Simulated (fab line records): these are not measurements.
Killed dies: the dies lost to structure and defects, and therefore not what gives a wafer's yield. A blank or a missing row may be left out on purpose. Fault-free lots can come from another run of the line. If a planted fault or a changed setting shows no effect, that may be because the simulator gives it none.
fab line records	flow n5_finfet
record lots=10	wafers=30	last_day=17
route steps=1938 shown START@1 WELL_APT@39 PMOS_HMC_CHANNEL_EPI@67 BEOL_M4@1111 PASSIVATION@1936
lots untouched by any fault: they come from a run of this same line in which no faults occurred
start_h: start of the lot's first displayed wafer, in hours after the record's first day	wait_h: hours from the lot's prior step to this one	" the same as in the row above	L1.1+2: one row covering several wafers at once	- no value present, or no start provided	* or withheld: withheld	< > ~ a bound
route shown NAME@n: a module of which the file shows steps, and the number in the route of the first	usual: mean/standard deviation of fault-free wafers	same: alike in all rows	chamber/n: place in a boat	sites: the reading at each site	_std_site: the standard deviation of these	_edge_site: outer sites' mean less inner sites'	radius_mm: for every site, how far away it sits from the centre of the wafer	mask NAME#n: copy n	behind: tool/chamber where the wafer was last shaped	hold: cause of the lot's hold/its duration in hours/its outcome	device: transistor that didn't switch, given as n, p or np	end of line: the same wafers' tests at the end of the route	step lacking rows: just its recipe	killed: at the first sort, the dies lost to defects and structure; wafer yield is something else	map: shows each die of a wafer: x if killed, . if not, _ if none is there
set.NAME: the setting that was run; set.NAME@STEP: the one run at that earlier step	model.NAME: the simulator's own value behind a step, which no gauge read
a sample of lots followed through the steps of the route, with each step as a table and each wafer as a row
services: a tool's chamber out of use, with start hour (start_h, from the record's first day; less than 0 if before it), hours out, and reason
## steps
# step N5_START_INSPECT_01
# recipe inspect_instrument=unpatterned_scan	mode=incoming
# usual raw_defect_count=5.6/2.2
lot.wafer	tool	chamber	start_h	wait_h	raw_defect_count
L710.2	defect_inspect-01	-	18.03	-	5
L710.4	"	-	"	"	3
L710.5	"	-	"	"	6
L711.1	defect_inspect-02	-	24.03	-	2
L711.4	"	-	"	"	9
L711.5	"	-	"	"	6
L712.3	defect_inspect-01	-	30.03	-	4
L712.5	"	-	"	"	7
L712.6	"	-	"	"	2
L713.1	defect_inspect-02	-	36.03	-	5
L713.2	"	-	"	"	3
L713.5	"	-	"	"	8
L714.2	defect_inspect-01	-	42.03	-	2
L714.3	"	-	"	"	8
L714.6	"	-	"	"	1
L722.2	defect_inspect-01	-	90.03	-	4
L722.3	"	-	"	"	7
L722.5	"	-	"	"	5
L723.3	defect_inspect-01	-	96.03	-	2
L723.5	"	-	"	"	1
L723.6	"	-	"	"	5
L725.2	defect_inspect-02	-	108.03	-	7
L725.3	"	-	"	"	4
L725.4	"	-	"	"	5
L728.1	defect_inspect-01	-	126.03	-	5
L728.3	"	-	"	"	4
L728.5	"	-	"	"	5
L731.1	defect_inspect-02	-	144.03	-	6
L731.3	"	-	"	"	7
L731.4	"	-	"	"	5
# step N5_WELL_APT_EXPOSE_22
# recipe mask_id=PWELL	na=0.8	source_shape=conventional	sigma_outer=0.8	polarization=unpolarized	defocus_nm=0	target_cd_nm=200	dose_mj=23.2
# usual focus_offset_nm=0.1/0.52	stage_vel_mm_s=499.99/0.27
lot.wafer	tool	chamber	start_h	wait_h	mask	focus_offset_nm	stage_vel_mm_s
L710.2	krf_scanner-02	0	20.76	-	PWELL#0	1.0	500.14
L710.4	"	0	"	"	PWELL#0	-0.4	500.17
L710.5	"	0	"	"	PWELL#0	-0.5	500.54
L711.1	krf_scanner-02	0	26.66	-	PWELL#0	0.0	499.36
L711.4	"	0	"	"	PWELL#0	-0.5	500.09
L711.5	"	0	"	"	PWELL#0	0.8	499.85
L712.3	krf_scanner-02	0	33.00	-	PWELL#0	0.5	499.90
L712.5	"	0	"	"	PWELL#0	1.2	500.35
L712.6	"	0	"	"	PWELL#0	0.0	500.08
L713.1	krf_scanner-02	0	38.68	-	PWELL#0	0.3	500.46
L713.2	"	0	"	"	PWELL#0	-0.4	500.48
L713.5	"	0	"	"	PWELL#0	0.3	499.92
L714.2	krf_scanner-02	0	44.91	-	PWELL#0	1.4	500.08
L714.3	"	0	"	"	PWELL#0	-0.2	499.52
L714.6	"	0	"	"	PWELL#0	-0.2	499.64
L722.2	krf_scanner-02	0	93.63	-	PWELL#0	0.8	500.02
L722.3	"	0	"	"	PWELL#0	0.7	500.03
L722.5	"	0	"	"	PWELL#0	0.0	500.50
L723.3	krf_scanner-02	0	98.60	-	PWELL#0	0.2	500.13
L723.5	"	0	"	"	PWELL#0	-0.8	500.62
L723.6	"	0	"	"	PWELL#0	0.1	499.98
L725.2	krf_scanner-01	0	110.99	-	PWELL#0	-0.2	499.67
L725.3	"	0	"	"	PWELL#0	0.6	500.29
L725.4	"	0	"	"	PWELL#0	1.0	499.97
L728.1	krf_scanner-01	0	128.52	-	PWELL#0	0.4	500.12
L728.3	"	0	"	"	PWELL#0	0.5	499.86
L728.5	"	0	"	"	PWELL#0	0.7	499.71
L731.1	krf_scanner-01	0	147.21	-	PWELL#0	0.0	500.24
L731.3	"	0	"	"	PWELL#0	-0.2	499.99
L731.4	"	0	"	"	PWELL#0	0.3	499.92
# step N5_WELL_APT_OVL_MEAS_26
# recipe points_per_wafer=44
# usual PWELL_OVL=0/6.2
# same points_per_wafer=44
lot.wafer	tool	chamber	start_h	wait_h	PWELL_OVL[nm]
L710.2	overlay-02	0	20.96	0.0	2
L710.4	"	0	"	"	1
L710.5	"	0	"	"	-3
L711.1	overlay-02	0	26.86	0.0	10
L711.4	"	0	"	"	5
L711.5	"	0	"	"	11
L712.3	overlay-02	0	33.19	0.0	3
L712.5	"	0	"	"	-4
L712.6	"	0	"	"	2
L713.1	overlay-02	0	38.88	0.0	4
L713.2	"	0	"	"	2
L713.5	"	0	"	"	-4
L714.2	overlay-01	0	45.11	0.0	10
L714.3	"	0	"	"	4
L714.6	"	0	"	"	3
L722.2	overlay-01	0	93.83	0.0	54
L722.3	"	0	"	"	60
L722.5	"	0	"	"	60
L723.3	overlay-02	0	98.79	0.0	54
L723.5	"	0	"	"	50
L723.6	"	0	"	"	55
L725.2	overlay-01	0	111.18	0.0	6
L725.3	"	0	"	"	5
L725.4	"	0	"	"	6
L728.1	overlay-02	0	128.72	0.0	-5
L728.3	"	0	"	"	-8
L728.5	"	0	"	"	-6
L731.1	overlay-01	0	147.42	0.0	-2
L731.3	"	0	"	"	3
L731.4	"	0	"	"	-3
# step N5_WELL_APT_RTA_34
# recipe temp_c=1000	time_s=10	ambient=N2	idle_temp_c=600	ramp_up_c_per_s=150	ramp_down_c_per_s=60	cool_to_c=600
# usual lamp_power_pct=13.00/0.055	wafer_temp_C_max=1003.5/1.1
lot.wafer	tool	chamber	start_h	wait_h	lamp_power_pct	wafer_temp_C_max
L710.2	rtp_anneal-02	0	21.93	0.1	12.98	1002.2
L710.4	"	0	"	"	12.96	1003.9
L710.5	"	0	"	"	13.04	1003.8
L711.1	rtp_anneal-02	0	27.95	0.3	13.00	1004.8
L711.4	"	0	"	"	12.94	1003.5
L711.5	"	0	"	"	13.03	1002.9
L712.3	rtp_anneal-02	0	34.12	0.1	13.04	1002.9
L712.5	"	0	"	"	12.93	1003.0
L712.6	"	0	"	"	13.03	1002.0
L713.1	rtp_anneal-01	0	39.86	0.2	13.00	1003.1
L713.2	"	0	"	"	13.01	1002.1
L713.5	"	0	"	"	13.04	1000.9
L714.2	rtp_anneal-02	0	45.97	0.1	13.02	1004.2
L714.3	"	0	"	"	13.03	1002.2
L714.6	"	0	"	"	12.99	1003.5
L722.2	rtp_anneal-02	0	94.67	0.0	12.96	1003.7
L722.3	"	0	"	"	13.03	1003.6
L722.5	"	0	"	"	13.04	1004.9
L723.3	rtp_anneal-02	0	99.67	0.1	12.94	1003.9
L723.5	"	0	"	"	12.97	1004.5
L723.6	"	0	"	"	12.99	1003.6
L725.2	rtp_anneal-02	0	112.02	0.0	12.89	1003.1
L725.3	"	0	"	"	12.93	1003.4
L725.4	"	0	"	"	12.97	1003.8
L728.1	rtp_anneal-01	0	129.57	0.0	13.04	1003.3
L728.3	"	0	"	"	12.93	1003.7
L728.5	"	0	"	"	13.02	1004.1
L731.1	rtp_anneal-02	0	148.24	0.0	13.04	1006.4
L731.3	"	0	"	"	12.99	1002.3
L731.4	"	0	"	"	13.08	1002.5
# step N5_PMOS_HMC_CHANNEL_EPI_INSPECT_11
# recipe mode=adi	inspect_instrument=macro
# usual raw_defect_count=2.0/1.3
lot.wafer	tool	chamber	start_h	wait_h	raw_defect_count
L710.2	defect_inspect-01	-	23.28	0.0	4
L710.4	"	-	"	"	1
L710.5	"	-	"	"	0
L711.1	defect_inspect-02	-	29.79	0.0	2
L711.4	"	-	"	"	0
L711.5	"	-	"	"	4
L712.3	defect_inspect-01	-	35.65	0.0	0
L712.5	"	-	"	"	2
L712.6	"	-	"	"	3
L713.1	defect_inspect-01	-	41.11	0.0	4
L713.2	"	-	"	"	3
L713.5	"	-	"	"	2
L714.2	defect_inspect-01	-	47.76	0.0	2
L714.3	"	-	"	"	2
L714.6	"	-	"	"	0
L722.2	defect_inspect-02	-	96.02	0.0	2
L722.3	"	-	"	"	3
L722.5	"	-	"	"	1
L723.3	defect_inspect-02	-	101.00	0.0	2
L723.5	"	-	"	"	4
L723.6	"	-	"	"	2
L725.2	defect_inspect-01	-	113.46	0.0	1
L725.3	"	-	"	"	1
L725.4	"	-	"	"	4
L728.1	defect_inspect-02	-	130.81	0.0	1
L728.3	"	-	"	"	2
L728.5	"	-	"	"	3
L731.1	defect_inspect-01	-	149.63	0.0	4
L731.3	"	-	"	"	5
L731.4	"	-	"	"	3
# step N5_BEOL_M4_RC_MEAS_101
# usual DIBL_N=36.4/1.7	DIBL_P=36.4/2.1	IOFF_N=0.16/0.035	IOFF_P=0.21/0.035	ION_N=680/11	ION_P=465/6.8	SS_N=71.5/0.58	SS_P=73.2/0.72	VT_N=249/3.6	VT_P=-250/3.1
lot.wafer	tool	chamber	start_h	wait_h	DIBL_N[mV/V]	DIBL_P[mV/V]	IOFF_N[nA/um]	IOFF_P[nA/um]	ION_N[uA/um]	ION_P[uA/um]	SS_N[mV/dec]	SS_P[mV/dec]	VT_N[mV]	VT_P[mV]
L710.2	prober-02	0	176.91	0.2	34.6	34.5	0.14	0.19	669	462	71.7	72.8	252	-248
L710.4	"	0	"	"	34.0	33.7	0.13	0.17	667	460	71.6	72.1	253	-253
L710.5	"	0	"	"	37.1	37.9	0.18	0.23	689	467	71.5	73.1	246	-247
L711.1	prober-01	0	181.62	0.0	36.0	37.7	0.17	0.24	685	469	71.2	73.6	248	-250
L711.4	"	0	"	"	35.2	36.5	0.16	0.22	686	471	71.3	73.5	249	-250
L711.5	"	0	"	"	37.9	39.5	0.22	0.28	693	476	72.1	74.4	247	-246
L712.3	prober-01	0	191.48	0.3	35.5	36.7	0.17	0.22	701	472	71.6	73.9	246	-246
L712.5	"	0	"	"	36.5	37.4	0.20	0.23	691	463	71.4	73.5	246	-246
L712.6	"	0	"	"	34.6	35.5	0.16	0.19	686	464	71.5	73.5	250	-251
L714.2	prober-02	0	209.50	0.2	37.9	39.1	0.19	0.23	686	461	72.5	74.7	247	-251
L714.3	"	0	"	"	35.0	34.9	0.13	0.17	666	458	70.4	73.3	255	-254
L714.6	"	0	"	"	37.2	37.8	0.16	0.21	669	459	71.7	73.2	251	-252
L713.1	prober-02	0	213.96	0.0	35.7	37.8	0.17	0.19	678	457	71.7	73.8	250	-254
L713.2	"	0	"	"	34.6	35.9	0.14	0.17	662	451	71.5	73.2	252	-256
L713.5	"	0	"	"	36.0	37.8	0.18	0.20	680	459	71.9	74.4	247	-251
L722.2	prober-02	0	252.17	0.2	38.0	36.6	0.19	0.25	695	473	72.4	73.9	243	-244
L722.3	"	0	"	"	34.5	33.9	0.13	0.21	676	473	70.4	72.5	250	-250
L722.5	"	0	"	"	38.1	37.7	0.20	0.28	695	474	72.4	74.1	244	-244
L723.3	prober-01	0	256.67	0.3	34.4	34.9	0.12	0.16	665	453	69.9	72.7	255	-258
L723.5	"	0	"	"	36.8	37.8	0.15	0.20	668	456	71.1	73.4	254	-252
L723.6	"	0	"	"	37.4	38.2	0.16	0.20	682	465	71.3	73.6	253	-254
L725.2	prober-01	0	268.61	0.2	34.6	35.4	0.13	0.18	671	468	69.9	72.8	252	-253
L725.3	"	0	"	"	35.9	36.7	0.16	0.20	684	471	71.1	73.8	251	-252
L725.4	"	0	"	"	36.6	36.7	0.17	0.19	684	466	71.0	73.2	253	-252
L728.1	prober-01	0	296.75	0.0	36.3	34.1	0.15	0.21	680	469	71.4	73.1	249	-249
L728.3	"	0	"	"	38.7	36.9	0.20	0.25	689	472	72.1	73.9	247	-248
L728.5	"	0	"	"	38.8	36.5	0.21	0.24	686	465	71.3	73.6	247	-248
L731.1	prober-01	0	306.11	0.5	38.1	38.2	0.17	0.26	678	476	71.5	74.7	251	-248
L731.3	"	0	"	"	36.0	34.8	0.14	0.20	674	470	71.9	72.7	252	-250
L731.4	"	0	"	"	34.3	33.1	0.12	0.18	669	466	70.5	72.2	254	-251
# step N5_PASSIVATION_PROBE_49
# usual defect_limited_yield=91.3/1.4	killed_at_M0_to_M3=36/11	killed_at_M4_up=13/5.2	killed_at_contacts=13/6.5	killed_at_front_end=37/11	killed_at_other=3.6/2.9	killed_dies=103/17	killed_open=68/12	killed_short=33/7.3	sort_bin_5_function=5.2/0.91	sort_bin_6_memory=3.2/0.67	sort_n_pass=1077/17	sort_yield_pct=91.3/1.4
# same gross_dies=1180	killed_at_back_side=0	sort_bin_4_leakage[%]=0	sort_bin_8_speed[%]=0
lot.wafer	tool	chamber	start_h	wait_h	defect_limited_yield[%]	killed_at_M0_to_M3	killed_at_M4_up	killed_at_contacts	killed_at_front_end	killed_at_other	killed_dies	killed_open	killed_short	sort_bin_5_function[%]	sort_bin_6_memory[%]	sort_n_pass	sort_yield_pct[%]
L710.2	prober-01	-	278.78	0.1	91.2	41	11	8	44	0	104	75	28	5.6	3.1	1076	91.2
L710.4	prober-01	-	278.88	0.2	90.3	31	18	19	45	1	114	86	28	5.9	3.5	1066	90.3
L710.5	prober-01	-	278.93	0.2	89.7	32	13	16	58	2	121	79	41	6.2	3.9	1059	89.7
L711.1	prober-02	-	284.32	0.0	91.5	33	10	25	31	1	100	61	38	5.1	3.1	1080	91.5
L711.4	prober-02	-	284.47	0.2	91.8	41	16	13	26	1	97	66	31	4.9	2.8	1083	91.8
L711.5	prober-02	-	284.52	0.2	91.3	40	25	11	26	1	103	66	34	4.4	4.0	1077	91.3
L712.3	prober-01	-	294.87	0.1	91.2	43	14	21	25	1	104	70	34	4.6	3.9	1076	91.2
L712.5	prober-01	-	294.97	0.2	92.8	45	7	12	18	3	85	64	21	4.2	2.8	1095	92.8
L712.6	prober-01	-	295.02	0.3	91.3	44	8	15	30	6	103	67	36	5.4	3.1	1077	91.3
L713.1	prober-01	-	319.80	0.0	93.2	33	8	6	32	1	80	55	25	3.9	2.4	1100	93.2
L713.2	prober-01	-	319.85	0.1	93.7	33	13	11	17	0	74	49	25	4.0	2.2	1106	93.7
L713.5	prober-01	-	320.00	0.2	92.7	27	16	4	38	1	86	56	30	3.6	3.1	1094	92.7
L714.2	prober-01	-	320.36	0.1	92.2	37	14	2	38	1	92	62	30	4.7	2.7	1088	92.2
L714.3	prober-01	-	320.41	0.1	91.2	42	16	7	34	5	104	74	29	5.3	3.3	1076	91.2
L714.6	prober-01	-	320.56	0.3	91.2	44	10	17	25	8	104	78	26	5.0	3.6	1076	91.2
L723.3	prober-01	-	367.20	0.1	88.1	46	37	22	31	4	140	91	47	6.9	4.7	1040	88.1
L723.5	prober-01	-	367.30	0.2	91.6	30	18	17	34	0	99	68	31	4.3	3.6	1081	91.6
L723.6	prober-01	-	367.35	0.3	91.9	33	23	4	33	2	95	60	35	4.7	3.0	1085	91.9
L722.2	prober-01	-	368.00	0.1	91.9	34	11	6	42	2	95	59	34	5.4	2.3	1085	91.9
L722.3	prober-01	-	368.05	0.1	89.9	55	15	9	36	4	119	76	35	5.8	4.1	1061	89.9
L722.5	prober-01	-	368.15	0.2	92.3	25	17	4	41	4	91	48	41	4.7	2.7	1089	92.3
L725.2	prober-01	-	379.86	0.1	89.7	45	19	17	37	3	121	89	29	5.4	4.6	1059	89.7
L725.3	prober-01	-	379.91	0.1	92.3	38	5	5	38	5	91	55	36	5.2	1.9	1089	92.3
L725.4	prober-01	-	379.96	0.2	90.7	45	13	15	31	6	110	79	31	5.3	3.6	1070	90.7
L728.1	prober-02	-	404.31	0.0	92.0	35	14	17	27	1	94	59	32	4.7	3.0	1086	92.0
L728.3	prober-02	-	404.41	0.1	92.2	32	15	13	31	1	92	62	28	4.6	2.6	1088	92.2
L728.5	prober-02	-	404.51	0.2	91.4	48	11	13	29	1	102	67	32	5.5	3.1	1078	91.4
L731.1	prober-01	-	409.90	0.0	87.7	70	10	13	48	4	145	93	52	6.7	4.8	1035	87.7
L731.3	prober-01	-	410.00	0.1	92.5	40	14	3	24	8	89	61	28	4.7	2.6	1091	92.5
L731.4	prober-01	-	410.05	0.2	91.9	35	15	13	25	7	95	66	29	4.4	3.4	1085	91.9
# killed by level:class
L710.2 FIN_SAQP:geometric_particle:open=14 BEOL_M0_SAQP:geometric_particle:open=12 FIN_SAQP:geometric_particle:short=9 BEOL_M0_SAQP:geometric_particle:short=9 STI_FIN_REVEAL:geometric_particle:open=7 MOL_CONTACT_COAG:geometric_particle:open=7 DUMMY_GATE:geometric_particle:open=6 BEOL_M1:geometric_particle:open=6
L710.4 MOL_CONTACT_COAG:geometric_particle:open=15 FIN_SAQP:geometric_particle:open=11 STI_FIN_REVEAL:geometric_particle:open=9 BEOL_M1:geometric_particle:open=9 BEOL_M2:geometric_particle:open=8 BEOL_M4:geometric_particle:open=8 FIN_SAQP:geometric_particle:short=7 BEOL_M0_SAQP:geometric_particle:open=6
L710.5 FIN_SAQP:geometric_particle:short=17 FIN_SAQP:geometric_particle:open=16 MOL_CONTACT_COAG:geometric_particle:open=14 STI_FIN_REVEAL:geometric_particle:open=10 BEOL_M2:geometric_particle:open=7 BEOL_M0_SAQP:geometric_particle:short=6 BEOL_M1:geometric_particle:open=6 BEOL_M0_SAQP:geometric_particle:open=4
L711.1 MOL_CONTACT_COAG:geometric_particle:open=20 FIN_SAQP:geometric_particle:short=8 FIN_SAQP:geometric_particle:open=7 BEOL_M0:geometric_particle:short=6 BEOL_M2:geometric_particle:open=6 MOL_CONTACT_COAG:geometric_particle:short=5 DUMMY_GATE:geometric_particle:open=4 BEOL_M3:geometric_particle:open=4
L711.4 BEOL_M2:geometric_particle:open=15 MOL_CONTACT_COAG:geometric_particle:open=10 BEOL_M0_SAQP:geometric_particle:short=8 BEOL_M0_SAQP:geometric_particle:open=7 GATE_CUT:geometric_particle:open=5 BEOL_M4:geometric_particle:open=5 STI_FIN_REVEAL:geometric_particle:open=4 BEOL_M3:geometric_particle:short=4
L711.5 BEOL_M0_SAQP:geometric_particle:short=13 MOL_CONTACT_COAG:geometric_particle:open=10 BEOL_M0_SAQP:geometric_particle:open=9 BEOL_M2:geometric_particle:open=8 FIN_SAQP:geometric_particle:open=7 BEOL_M4:geometric_particle:open=7 FIN_SAQP:geometric_particle:short=5 BEOL_M7:geometric_particle:open=5
L712.3 MOL_CONTACT_COAG:geometric_particle:open=17 BEOL_M3:geometric_particle:open=10 BEOL_M0_SAQP:geometric_particle:open=9 BEOL_M2:geometric_particle:open=7 FIN_SAQP:geometric_particle:short=6 BEOL_M0_SAQP:geometric_particle:short=6 STARTING-WAFER:geometric_particle:open=5 BEOL_M4:geometric_particle:open=5
L712.5 MOL_CONTACT_COAG:geometric_particle:open=11 BEOL_M2:geometric_particle:open=10 BEOL_M3:geometric_particle:open=9 BEOL_M0:geometric_particle:open=7 BEOL_M0_SAQP:geometric_particle:open=6 BEOL_M0_SAQP:geometric_particle:short=4 STARTING-WAFER:geometric_particle:open=4 STI_FIN_REVEAL:geometric_particle:open=3
L712.6 MOL_CONTACT_COAG:geometric_particle:open=13 BEOL_M0_SAQP:geometric_particle:short=13 BEOL_M3:geometric_particle:open=11 BEOL_M0_SAQP:geometric_particle:open=11 STI_FIN_REVEAL:geometric_particle:open=10 GATE_CUT:geometric_particle:short=5 BEOL_M2:geometric_particle:open=5 PASS1_CAP:geometric_particle:short=4
L713.1 FIN_SAQP:geometric_particle:open=8 BEOL_M0_SAQP:geometric_particle:short=8 MOL_CONTACT_COAG:geometric_particle:open=6 BEOL_M1:geometric_particle:open=6 BEOL_M2:geometric_particle:open=6 BEOL_M3:geometric_particle:open=6 DUMMY_GATE:geometric_particle:open=5 BEOL_M0_SAQP:geometric_particle:open=5
L713.2 BEOL_M0_SAQP:geometric_particle:open=9 MOL_CONTACT_COAG:geometric_particle:open=8 BEOL_M2:geometric_particle:open=8 BEOL_M0_SAQP:geometric_particle:short=6 BEOL_M1:geometric_particle:open=6 GATE_CUT:geometric_particle:short=4 BEOL_M4:geometric_particle:open=4 FIN_SAQP:geometric_particle:short=3
L713.5 STI_FIN_REVEAL:geometric_particle:open=8 BEOL_M4:geometric_particle:open=8 FIN_SAQP:geometric_particle:open=7 FIN_SAQP:geometric_particle:short=6 BEOL_M0_SAQP:geometric_particle:short=6 BEOL_M1:geometric_particle:open=6 BEOL_M2:geometric_particle:open=5 BEOL_M3:geometric_particle:open=5
L714.2 FIN_SAQP:geometric_particle:short=10 BEOL_M0_SAQP:geometric_particle:open=9 BEOL_M2:geometric_particle:open=8 BEOL_M3:geometric_particle:open=8 FIN_SAQP:geometric_particle:open=6 STI_FIN_REVEAL:geometric_particle:open=6 BEOL_M5:geometric_particle:open=5 DUMMY_GATE:geometric_particle:open=4
L714.3 BEOL_M0_SAQP:geometric_particle:open=15 FIN_SAQP:geometric_particle:open=8 BEOL_M3:geometric_particle:open=8 MOL_CONTACT_COAG:geometric_particle:open=7 BEOL_M1:geometric_particle:open=7 FIN_SAQP:geometric_particle:short=6 BEOL_M0_SAQP:geometric_particle:short=6 STI_FIN_REVEAL:geometric_particle:open=5
L714.6 BEOL_M2:geometric_particle:open=16 MOL_CONTACT_COAG:geometric_particle:open=15 BEOL_M3:geometric_particle:open=9 STI_FIN_REVEAL:geometric_particle:open=8 BEOL_M4:geometric_particle:open=6 BEOL_M0_SAQP:geometric_particle:short=5 FIN_SAQP:geometric_particle:short=4 PASS1_CAP:geometric_particle:open=4
L723.3 BEOL_M4:geometric_particle:open=20 MOL_CONTACT_COAG:geometric_particle:open=20 BEOL_M0_SAQP:geometric_particle:short=13 BEOL_M0_SAQP:geometric_particle:open=12 STI_FIN_REVEAL:geometric_particle:open=7 FIN_SAQP:geometric_particle:short=6 BEOL_M1:geometric_particle:open=6 BEOL_M3:geometric_particle:open=6
L723.5 MOL_CONTACT_COAG:geometric_particle:open=13 FIN_SAQP:geometric_particle:short=10 BEOL_M0_SAQP:geometric_particle:open=10 BEOL_M4:geometric_particle:open=10 BEOL_M0_SAQP:geometric_particle:short=9 ILD0:geometric_particle:open=7 BEOL_M2:geometric_particle:open=7 FIN_SAQP:geometric_particle:open=6
L723.6 BEOL_M4:geometric_particle:open=16 BEOL_M0_SAQP:geometric_particle:open=13 BEOL_M0_SAQP:geometric_particle:short=12 FIN_SAQP:geometric_particle:open=7 ILD0:geometric_particle:open=4 MOL_CONTACT_COAG:geometric_particle:open=4 STARTING-WAFER:geometric_particle:short=4 FIN_SAQP:geometric_particle:short=3
L722.2 FIN_SAQP:geometric_particle:open=9 FIN_SAQP:geometric_particle:short=9 BEOL_M1:geometric_particle:open=8 STI_FIN_REVEAL:geometric_particle:open=7 BEOL_M3:geometric_particle:open=6 MOL_CONTACT_COAG:geometric_particle:open=5 BEOL_M0_SAQP:geometric_particle:short=5 BEOL_M0_SAQP:geometric_particle:open=4
L722.3 BEOL_M1:geometric_particle:open=18 FIN_SAQP:geometric_particle:open=12 MOL_CONTACT_COAG:geometric_particle:open=8 BEOL_M1:geometric_particle:short=8 STI_FIN_REVEAL:geometric_particle:open=7 BEOL_M3:geometric_particle:open=7 BEOL_M0_SAQP:geometric_particle:short=5 FIN_SAQP:geometric_particle:short=4
L722.5 FIN_SAQP:geometric_particle:short=11 FIN_SAQP:geometric_particle:open=9 BEOL_M0_SAQP:geometric_particle:open=7 BEOL_M1:geometric_particle:open=6 BEOL_M0_SAQP:geometric_particle:short=5 STARTING-WAFER:geometric_particle:short=5 STI_FIN_REVEAL:geometric_particle:open=3 GATE_CUT:geometric_particle:short=3
L725.2 MOL_CONTACT_COAG:geometric_particle:open=14 BEOL_M3:geometric_particle:open=12 DUMMY_GATE:geometric_particle:open=9 BEOL_M0:geometric_particle:open=9 BEOL_M4:geometric_particle:open=9 FIN_SAQP:geometric_particle:short=8 BEOL_M0_SAQP:geometric_particle:open=6 BEOL_M2:geometric_particle:open=6
L725.3 FIN_SAQP:geometric_particle:open=8 FIN_SAQP:geometric_particle:short=7 BEOL_M3:geometric_particle:open=7 STI_FIN_REVEAL:geometric_particle:open=6 BEOL_M0_SAQP:geometric_particle:short=5 BEOL_M1:geometric_particle:open=5 MOL_CONTACT_COAG:geometric_particle:open=4 BEOL_M0_SAQP:geometric_particle:open=4
L725.4 MOL_CONTACT_COAG:geometric_particle:open=14 BEOL_M2:geometric_particle:open=14 BEOL_M0_SAQP:geometric_particle:open=8 FIN_SAQP:geometric_particle:short=6 BEOL_M0:geometric_particle:open=5 BEOL_M1:geometric_particle:open=5 STARTING-WAFER:geometric_particle:open=5 FIN_SAQP:geometric_particle:open=4
L728.1 MOL_CONTACT_COAG:geometric_particle:open=15 FIN_SAQP:geometric_particle:short=7 BEOL_M0_SAQP:geometric_particle:open=7 FIN_SAQP:geometric_particle:open=6 BEOL_M0_SAQP:geometric_particle:short=6 BEOL_M1:geometric_particle:open=6 BEOL_M4:geometric_particle:open=6 BEOL_M3:geometric_particle:open=5
L728.3 BEOL_M1:geometric_particle:open=11 FIN_SAQP:geometric_particle:open=10 MOL_CONTACT_COAG:geometric_particle:open=8 BEOL_M2:geometric_particle:open=6 STI_FIN_REVEAL:geometric_particle:open=5 GATE_CUT:geometric_particle:short=5 MOL_CONTACT_COAG:geometric_particle:short=5 BEOL_M0_SAQP:geometric_particle:open=5
L728.5 BEOL_M2:geometric_particle:open=12 FIN_SAQP:geometric_particle:open=11 MOL_CONTACT_COAG:geometric_particle:open=10 BEOL_M0_SAQP:geometric_particle:short=10 BEOL_M1:geometric_particle:open=7 BEOL_M3:geometric_particle:open=7 BEOL_M0_SAQP:geometric_particle:open=6 FIN_SAQP:geometric_particle:short=4
L731.1 BEOL_M0_SAQP:geometric_particle:open=26 BEOL_M0_SAQP:geometric_particle:short=16 FIN_SAQP:geometric_particle:open=11 FIN_SAQP:geometric_particle:short=9 MOL_CONTACT_COAG:geometric_particle:open=9 BEOL_M3:geometric_particle:open=9 STI_FIN_REVEAL:geometric_particle:open=6 BEOL_M2:geometric_particle:open=6
L731.3 BEOL_M0_SAQP:geometric_particle:open=13 BEOL_M3:geometric_particle:open=11 BEOL_M0_SAQP:geometric_particle:short=7 BEOL_M1:geometric_particle:open=6 FIN_SAQP:geometric_particle:open=5 BEOL_M4:geometric_particle:open=5 FIN_SAQP:geometric_particle:short=4 GATE_CUT:geometric_particle:short=4
L731.4 MOL_CONTACT_COAG:geometric_particle:open=11 BEOL_M3:geometric_particle:open=10 BEOL_M0_SAQP:geometric_particle:short=8 BEOL_M0_SAQP:geometric_particle:open=7 BEOL_M4:geometric_particle:open=7 STI_FIN_REVEAL:geometric_particle:open=6 FIN_SAQP:geometric_particle:short=5 FIN_SAQP:geometric_particle:open=4
## services
tool	chamber	start_h	hours	kind
krf_scanner-01	-	4.30	4.2	repair
krf_scanner-02	-	23.06	1.0	pm
krf_scanner-02	-	26.75	1.5	repair
krf_scanner-02	-	57.15	0.9	repair
krf_scanner-01	-	58.57	1.3	pm
krf_scanner-02	-	65.91	0.8	pm
krf_scanner-02	-	79.00	1.3	pm
rtp_anneal-02	-	84.60	0.9	pm
krf_scanner-01	-	91.50	1.0	repair
krf_scanner-01	-	94.46	0.8	pm
krf_scanner-01	-	112.18	1.0	pm
krf_scanner-02	0	135.18	-	calibration
## key
first_sign step=N5_WELL_APT_OVL_MEAS_26	reading=PWELL_OVL	direction=up	sigmas=9	usual=0	struck=55
effect none on later readings
met_at N5_WELL_APT_EXPOSE_22
struck_lots L722,L723
not_acting_at N5_START_INSPECT_01,N5_WELL_APT_RTA_34,N5_PMOS_HMC_CHANNEL_EPI_INSPECT_11
onset_between 44.91 93.63
fault kind=scanner_matching_overlay	tool=krf_scanner-02	chamber=-	onset_h=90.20	steps=N5_WELL_APT_EXPOSE_22	offset=49.062
